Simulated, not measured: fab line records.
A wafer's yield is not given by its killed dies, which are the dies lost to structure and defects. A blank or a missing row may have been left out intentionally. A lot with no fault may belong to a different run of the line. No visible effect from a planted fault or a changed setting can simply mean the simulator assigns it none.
Chamber matching + flow n5 finfet + N5_BEOL_M1_ETCHBACK_99 on rie diel-03 has 4 sister chambers
The step etches SiO2 in CHF3, target depth 5 nm, time 10.4 s. 14 wafers are shown with their chamber, then 7 later ones without.

## WAFERS WITH THEIR CHAMBER
| wafer  | chamber | throttle valve pct (%) | drypump motor current A (A) | oes product au (a.u.) |
|--------|---------|------------------------|-----------------------------|-----------------------|
| L076.2 | 0       | 17.08                  | 6.4                         | 0.75                  |
| L076.4 | 3       | 17.19                  | 5.6                         | 0.72                  |
| L076.5 | 1       | 16.84                  | 6.1                         | 0.91                  |
| L078.1 | 0       | 17.07                  | 6.4                         | 0.74                  |
| L078.3 | 3       | 17.18                  | 5.6                         | 0.70                  |
| L078.5 | 3       | 17.20                  | 5.6                         | 0.70                  |
| L079.3 | 3       | 17.20                  | 5.6                         | 0.72                  |
| L079.4 | 0       | 17.08                  | 6.3                         | 0.73                  |
| L079.6 | 3       | 17.21                  | 5.6                         | 0.71                  |
| L081.1 | 0       | 17.09                  | 6.4                         | 0.74                  |
| L081.2 | 3       | 17.21                  | 5.6                         | 0.70                  |
| L081.5 | 3       | 17.20                  | 5.6                         | 0.70                  |
| L084.1 | 2       | 16.91                  | 5.4                         | 0.74                  |
| L084.3 | 1       | 16.84                  | 6.0                         | 0.88                  |

SIGNATURES (averages over the wafers above)
| reading                 | chamber 0 | chamber 1 | chamber 2 | chamber 3 | scatter within a chamber |
|-------------------------|-----------|-----------|-----------|-----------|--------------------------|
| throttle valve pct      | 17.0800   | 16.8400   | 16.9100   | 17.1986   | 0.00941                  |
| drypump motor current A | 6.375     | 6.050     | 5.400     | 5.600     | 0.0354                   |
| oes product au          | 0.7400    | 0.8950    | 0.7400    | 0.7071    | 0.0109                   |
Rule: for a wafer and a chamber, the distance is found by dividing, reading by reading, the gap between the wafer's reading and the chamber's mean by the reading's scatter, squaring, summing and taking the root. The wafer belongs to the nearest chamber; if the next one is less than 2 further off, it can't be placed. The scatter is the square root of a quotient: the sum, over the shown wafers, of each reading's squared deviation from its chamber's mean, divided by wafers minus chambers.

## WAFERS WITHOUT THEIR CHAMBER
| wafer  | throttle valve pct (%) | drypump motor current A (A) | oes product au (a.u.) |
|--------|------------------------|-----------------------------|-----------------------|
| L084.4 | 17.10                  | 6.4                         | 0.73                  |
| L086.1 | 17.11                  | 6.4                         | 0.73                  |
| L086.2 | 16.92                  | 5.4                         | 0.74                  |
| L086.6 | 17.23                  | 5.6                         | 0.70                  |
| L090.1 | 16.92                  | 5.5                         | 0.74                  |
| L090.2 | 16.87                  | 6.0                         | 0.86                  |
| L090.4 | 17.23                  | 5.6                         | 0.69                  |

## THE CHAMBER EACH PASSED THROUGH
| wafer  | from the rows above | in truth |
|--------|---------------------|----------|
| L084.4 | 0                   | 0        |
| L086.1 | 0                   | 0        |
| L086.2 | 2                   | 2        |
| L086.6 | 3                   | 3        |
| L090.1 | 2                   | 2        |
| L090.2 | 1                   | 1        |
| L090.4 | 3                   | 3        |
Placed correctly: 7 of 7. Not placeable from these rows: 0. Wrongly placed: 0.
